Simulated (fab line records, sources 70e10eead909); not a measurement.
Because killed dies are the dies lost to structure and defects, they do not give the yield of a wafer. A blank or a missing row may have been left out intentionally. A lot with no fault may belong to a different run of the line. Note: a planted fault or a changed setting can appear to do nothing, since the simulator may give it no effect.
A struck lot beside a sound one | flow nandHarc | 15 out of 1159 route steps
Sound: these wafers, L596.1, L596.3, L596.6. The struck wafers were L594.1, L594.4, L594.5. Last of all comes the cause.
Per side, at each step with rows, come the tool, then ch with its chambers, and then its first start. Under that, the readings that differ: sound wafers | struck wafers | difference of the means | sigmas: that difference in standard deviations of wafers without a fault.
alike: readings whose means differ by less than 2 such deviations, and words and numbers that are the same on both sides. not compared: withheld readings, readings that some wafer has no value for, bounds like >300 that may hide the same value, and numbers for which the record gives no deviation and whose values overlap.
A row with sigmas, a row that says differs or no value, or rows on one side alone: a step with any of these is where the two part. Numbers that have no deviation but don't overlap get no sigmas and don't part them. A reading that every wafer of one side lacks parts them only if that side has two wafers or more.

first, 4 steps without rows for these wafers: NHARC_A_M1_EBR_05; NHARC_A_M1_EXPOSE_06 (exposes mask A M1, target cd 120 nm); NHARC_A_M1_PEB_07 (peb time 65 s); NHARC_A_M1_DEVELOP_08 (develop time 35 s).
NHARC_A_M1_CD_MEAS_09: the cd target is 120 nm.
  sound on cdSem-03 ch 0, day 20 19:21; struck on cdSem-01 ch 0, day 20 10:32
  alike: cdNm
NHARC_A_M1_OVL_MEAS_10: pitch 240 nm.
  sound: overlay-02 at day 20 19:27; struck: overlay-01 at day 20 10:37
reading         | sound          | struck      | difference | sigmas
overlayYNm (nm) | -1.6 -0.8 -1.1 | 1.0 1.2 1.0 | +2.2       | +3
  alike: overlayXNm
NHARC_A_M1_INSPECT_11:
  sound: defectInspect-01 at day 20 19:29; struck: defectInspect-01 at day 20 10:39
  alike: rawDefectCount
NHARC_A_M1_DESCUM_14: chemistry O2, time 3 s.
  sound on rieDiel-04 ch 2,3, day 20 19:33; struck on rieDiel-08 ch 1,2, day 20 10:43
  alike: drypumpMotorCurrentA, o2FlowSccm, oesProductAu, rfVppV, showerheadPlenumPTorr, throttleValvePct
  not compared: rfHoursCounterH
NHARC_A_M1_ETCH_35: etches the open film in N2/H2, target depth 40 nm, overetch 12 nm, time 43.94 s.
  sound on rieDiel-04 ch 0,2,3, day 20 19:38; struck on rieDiel-08 ch 1,2,3, day 20 10:49
  alike: biasW, chamberPressureMTorr, drypumpMotorCurrentA, oesProductAu, rfVppV, showerheadPlenumPTorr, throttleValvePct
  not compared: rfHoursCounterH
NHARC_A_M1_ETCH_15: etches the open film in C4F8/Ar, target depth 182.5 nm, time 91.2 s.
  sound on rieDiel-04 ch 1,2,3; struck on rieDiel-08 ch 1,3
reading             | sound             | struck            | difference | sigmas
oesProductAu (a.u.) | 0.977 0.974 0.965 | 0.933 0.924 0.931 | -0.043     | -2
  alike: biasW, chamberPressureMTorr, rfVppV
  not compared: rfHoursCounterH
NHARC_A_M1_CD_MEAS_16:
  sound: cdSem-01 at day 20 19:51; struck: cdSem-03 at day 20 11:04
  alike: cdNm
NHARC_A_M1_STRIP_18: strips in N2/H2.
  sound on rieDiel-12 ch 0,2,3, day 20 19:59; struck on rieDiel-12 ch 0,2,3, day 20 11:08
  alike: drypumpMotorCurrentA, oesProductAu, rfVppV, showerheadPlenumPTorr, throttleValvePct
  not compared: rfHoursCounterH
NHARC_A_M1_ETCH_28: etches the open film in CF4/N2, target depth 30 nm, time 72.99 s.
  sound on rieDiel-12 ch 0,1,3, day 20 20:11; struck on rieDiel-12 ch 0,3, day 20 11:23
  no value came back on the struck wafers for any of 7 readings (biasW (W), cf4FlowSccm (sccm) and others); on the sound wafers biasW (W) reads 100.4 100.5 100.0
  not compared: rfHoursCounterH
then, 1 step without rows for these wafers: NHARC_A_M1_STRIP_19 (strips in post etch residue remover, time 600 s).
NHARC_END_SORT_01:
  sound on prober-01 ch 0, day 22 12:31; struck on prober-02 ch 0, day 22 04:31
reading                | sound          | struck                                                            | difference                   | sigmas
hold                   | - - -          | awaitDispo/2.0h/scrap awaitDispo/2.0h/scrap awaitDispo/2.0h/scrap | no value on the sound wafers | 
defectLimitedYield (%) | 94.4 95.3 96.3 | 0 0 0                                                             | -95                          | -60
killedAtArray          | 27 30 21       | 673 671 676                                                       | +647                         | +59
killedDies             | 38 32 25       | 677 677 677                                                       | +645                         | +59
sort_bin_2_pct (%)     | 2.1 1.9 1.2    | 96.9 96.8 97.2                                                    | +95.2                        | +99 or more
sortNPass              | 639 645 652    | 0 0 0                                                             | -645                         | -59
sortRimYieldPct (%)    | 95.3 96.2 96.2 | 0 0 0                                                             | -96                          | -33
sortYieldPct (%)       | 94.4 95.3 96.3 | 0 0 0                                                             | -95                          | -60
  alike: killedAtOther, killedAtPeriphery, killedOpen, killedShort, sort_bin_3_pct, sort_bin_4_pct

WHERE THEY PART
Earliest at NHARC_A_M1_OVL_MEAS_10; latest, in this record, at NHARC_END_SORT_01.

WHY: the cause the simulator had injected
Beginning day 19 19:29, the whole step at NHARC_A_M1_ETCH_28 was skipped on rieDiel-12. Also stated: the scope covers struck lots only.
